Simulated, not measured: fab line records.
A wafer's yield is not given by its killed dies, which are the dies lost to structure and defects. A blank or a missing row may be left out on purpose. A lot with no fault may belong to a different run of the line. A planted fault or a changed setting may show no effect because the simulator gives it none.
Chamber matching -- flow n5Finfet -- aldSin-02 running N5_BEOL_M3_ALD_98: 4 sister chambers
The step deposits SiO2, target thk 2.5 nm, pulse time 1 s, co reactant pulse time 1 s. 20 wafers are shown with their chamber, then 10 later ones without.

## WAFERS WITH THEIR CHAMBER
wafer,chamber,heaterPowerW (W),precursorPulseHeightRel
L075.2,0,70,1.002
L075.4,2,93,0.986
L075.5,2,92,1.008
L082.3,3,69,1.034
L082.4,2,96,0.973
L082.6,0,72,1.008
L086.1,2,93,1.003
L086.2,0,73,1.026
L086.3,1,80,0.967
L087.1,2,95,1.022
L087.2,1,82,1.002
L087.5,2,91,1.007
L088.1,2,92,1.006
L088.4,2,94,0.980
L088.5,1,80,0.993
L090.1,2,94,0.991
L090.5,3,70,0.999
L090.6,2,92,1.006
L092.2,1,80,0.989
L092.4,0,73,0.969

SIGNATURES (means of the wafers above)
reading,chamber 0,chamber 1,chamber 2,chamber 3,scatter within a chamber
heaterPowerW,72.00,80.50,93.20,69.50,1.39
precursorPulseHeightRel,1.00125,0.98775,0.99820,1.01650,0.0177
Rule: for each reading, subtract the chamber's mean from the wafer's reading, divide by that reading's scatter and square the result; add these up over the readings and take the root, which gives the wafer's distance from the chamber. The wafer belongs to the nearest chamber; if the next one is less than 2 further off, it can't be placed. The scatter: take each reading less its chamber's mean, square it, sum over the shown wafers, divide by the number of wafers less the number of chambers, and take the root.

## WAFERS WITH NO CHAMBER GIVEN
wafer,heaterPowerW (W),precursorPulseHeightRel
L092.5,95,1.000
L093.2,72,1.026
L093.4,71,0.995
L093.6,81,1.010
L094.4,70,1.000
L094.5,74,1.000
L094.6,82,0.987
L095.1,72,1.029
L095.3,94,0.979
L095.6,74,0.989

## THE CHAMBER EACH PASSED THROUGH
wafer,from the rows above,in truth
L092.5,2,2
L093.2,can't be placed: 0 or 3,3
L093.4,can't be placed: 0 or 3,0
L093.6,1,1
L094.4,can't be placed: 3 or 0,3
L094.5,can't be placed: 0 or 3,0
L094.6,1,1
L095.1,can't be placed: 0 or 3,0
L095.3,2,2
L095.6,can't be placed: 0 or 3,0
Correct placement for 4 of the 10. Can't be placed from these rows: 6 (the true chamber is among the candidates in 6). 0 placed wrongly.
